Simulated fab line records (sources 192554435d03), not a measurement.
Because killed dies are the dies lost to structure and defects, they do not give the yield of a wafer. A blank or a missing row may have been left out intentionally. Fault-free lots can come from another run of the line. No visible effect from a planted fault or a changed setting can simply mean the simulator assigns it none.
A lot that was struck, set against a sound lot :: flow n5_finfet :: 39 steps out of a route of 1938
Sound: wafers L151.1, L151.2, L151.3. Wafers L146.1, L146.4, L146.5 were the ones struck. At the end, the cause is stated.
At each step with rows: each side's tool, then ch and its chambers, then its first start. Under that, the readings that differ: sound wafers :: struck wafers :: difference of the means :: sigmas: that difference in standard deviations of wafers without a fault.
alike: words and numbers the same on both sides, and readings whose means are apart by under 2 such deviations; not compared: readings that were withheld, readings missing a value for some wafer, numbers with overlapping values and no deviation given by the record, and bounds like >300 which may hide the same value.
Wherever a step has rows on one side only, a row that says differs or no value, or a row with sigmas, the two part there. Numbers that have no deviation but don't overlap get no sigmas and don't part them. A reading missing from all wafers of one side parts the sides only when that side holds two or more wafers.

first, 11 steps without rows for these wafers: N5_FIN_CUT_STRIP_24 (strips in CF4); N5_FIN_CUT_CUT_ETCH_26 (etches SiNx in CH3F/O2, target depth 39 nm, time 55.7 s); N5_FIN_CUT_CUT_ETCH_27 (etches SiO2 in CHF3/O2, target depth 4 nm, overetch 2 nm, time 4.9 s); N5_FIN_CUT_PRECLEAN_35 (cleans in vHF, time 13.3 s); N5_FIN_CUT_CUT_ETCH_15 (etches Si in HBr/Cl2/O2, target depth 100 nm, bt time 10 s, time 42.4 s); N5_FIN_CUT_CUT_ETCH_28 (etches Si in HBr/Cl2/O2, target depth 6 nm, time 2.4 s); N5_FIN_CUT_STRIP_22 (strips in N2/H2); N5_FIN_CUT_PRECLEAN_36 (cleans in O3/DIW, time 60 s); N5_FIN_CUT_SRD_32 (time 30 s); N5_FIN_CUT_UV_OZONE_34 (time 120 s); N5_STI_FIN_REVEAL_ALD_00 (deposits SiO2, target thk 1 nm, pulse time 1 s).
N5_STI_FIN_REVEAL_ALD_14: deposits Si3N4, target thk 3 nm.
  sound on ald_sin-04 ch 0,1,3, day 7 11:54; struck on ald_sin-01 ch 0,1,3, day 6 05:25
  no value came back on the struck wafers for chamber_pressure_Torr (Torr), heater_power_outer_w (W), heater_power_w (W); on the sound wafers chamber_pressure_Torr (Torr) reads 1.999 1.994 2.007
then, 25 steps without rows for these wafers: N5_STI_FIN_REVEAL_FCVD_FILL_01 (material SiO2 flowable, target thk 312 nm, time 512.2 s); N5_STI_FIN_REVEAL_DENSIFY_02 (time 1800 s); N5_STI_FIN_REVEAL_CMP_04 (polishes, stops on Si3N4, t overpolish 4 s, target thk 131.83 nm); N5_STI_FIN_REVEAL_DENSIFY_30; N5_STI_FIN_REVEAL_ETCHBACK_08 (etches SiO2 in C4F6/O2, target depth 30.5 nm, time 10.167 s); N5_STI_FIN_REVEAL_STRIP_24 (strips in N2/H2, time 90 s); N5_STI_FIN_REVEAL_PRECLEAN_25 (cleans in SPM, time 90 s); N5_STI_FIN_REVEAL_PRECLEAN_26 (cleans in SC1, time 45 s); N5_STI_FIN_REVEAL_PRECLEAN_29 (cleans in DHF, time 30 s); N5_STI_FIN_REVEAL_SRD_12 (time 30 s); N5_STI_FIN_REVEAL_RECESS_09 (chemistry HF/NH3, target SiO2, afs cycles 11, target depth 42.5 nm, sublimation time 60 s); N5_STI_FIN_REVEAL_STRIP_16 (strips SiNx in H3PO4, target depth 23.8 nm); N5_STI_FIN_REVEAL_PRECLEAN_17 (cleans in NF3:NH3, afs cycles 1, time 20 s, sublimation time 60 s); N5_STI_FIN_REVEAL_ETCH_34 (etches Si in H2, material Si, target depth 0.97 nm); N5_STI_FIN_REVEAL_OXIDATION_31 (chemistry O2 PLASMA REMOTE, time 20 s); N5_STI_FIN_REVEAL_PRECLEAN_32 (cleans in NF3:NH3, afs cycles 1, time 20 s, sublimation time 60 s); N5_STI_FIN_REVEAL_STRIP_35 (strips Si3N4 in H3PO4, target depth 4 nm, time 39 s); N5_STI_FIN_REVEAL_SRD_21 (time 30 s); N5_STI_FIN_REVEAL_OXIDATION_33 (chemistry O2 PLASMA REMOTE, time 20 s); N5_STI_FIN_REVEAL_CLEAN_19 (cleans in O3/DIW, time 120 s); N5_STI_FIN_REVEAL_SRD_23 (time 30 s); N5_STI_FIN_REVEAL_PRECLEAN_18 (cleans in SC2, time 45 s); N5_STI_FIN_REVEAL_SRD_28 (time 30 s); N5_DUMMY_GATE_PRECLEAN_00 (cleans in O3/DIW, time 60 s); N5_DUMMY_GATE_SRD_01 (time 30 s).
-- the record jumps here: 8 days lie between the struck wafers' starts before and after (it left off in module DUMMY_GATE and takes up again in module BEOL_M4, whose first step shown is number 1111 of the route) --
N5_BEOL_M4_RC_MEAS_101:
  sound on prober-01 ch 0, day 15 15:08; struck on prober-01 ch 0, day 14 05:01
  alike: DIBL_N, DIBL_P, IOFF_N, IOFF_P, ION_N, ION_P, SS_N, SS_P, VT_N, VT_P
-- record jumps: 4 days separate the struck wafers' starts on either side; left off in module BEOL_M4, taken up again in module PASSIVATION, whose first shown step is the route's number 1936 --
N5_PASSIVATION_PROBE_49:
  sound on prober-02, day 19 23:13; struck on prober-01, day 18 11:17
reading: defect_limited_yield (%)
sound: 91.1 91.8 91.9
struck: 49.7 49.7 53.3
difference: -40.7
sigmas: -25

reading: killed_at_front_end
sound: 59 37 38
struck: 541 540 507
difference: +485
sigmas: +40

reading: killed_dies
sound: 105 97 95
struck: 594 593 551
difference: +480
sigmas: +27

reading: killed_on_rim
sound: 13 11 17
struck: 21 126 131
difference: +79
sigmas: +20

reading: sort_bin_5_function (%)
sound: 5.3 4.5 4.8
struck: 47.4 47.4 44.1
difference: +41.4
sigmas: +41

reading: sort_n_pass
sound: 1075 1083 1085
struck: 586 587 629
difference: -480
sigmas: -27

reading: sort_yield_pct (%)
sound: 91.1 91.8 91.9
struck: 49.7 49.7 53.3
difference: -40.7
sigmas: -25
  alike: killed_at_M0_to_M3, killed_at_M4_up, killed_at_contacts, killed_at_other, killed_open, killed_short, sort_bin_6_memory

## WHERE THEY PART
At N5_STI_FIN_REVEAL_ALD_14 first; at N5_PASSIVATION_PROBE_49 last (within this record only).

WHY: what had been put in by the simulator
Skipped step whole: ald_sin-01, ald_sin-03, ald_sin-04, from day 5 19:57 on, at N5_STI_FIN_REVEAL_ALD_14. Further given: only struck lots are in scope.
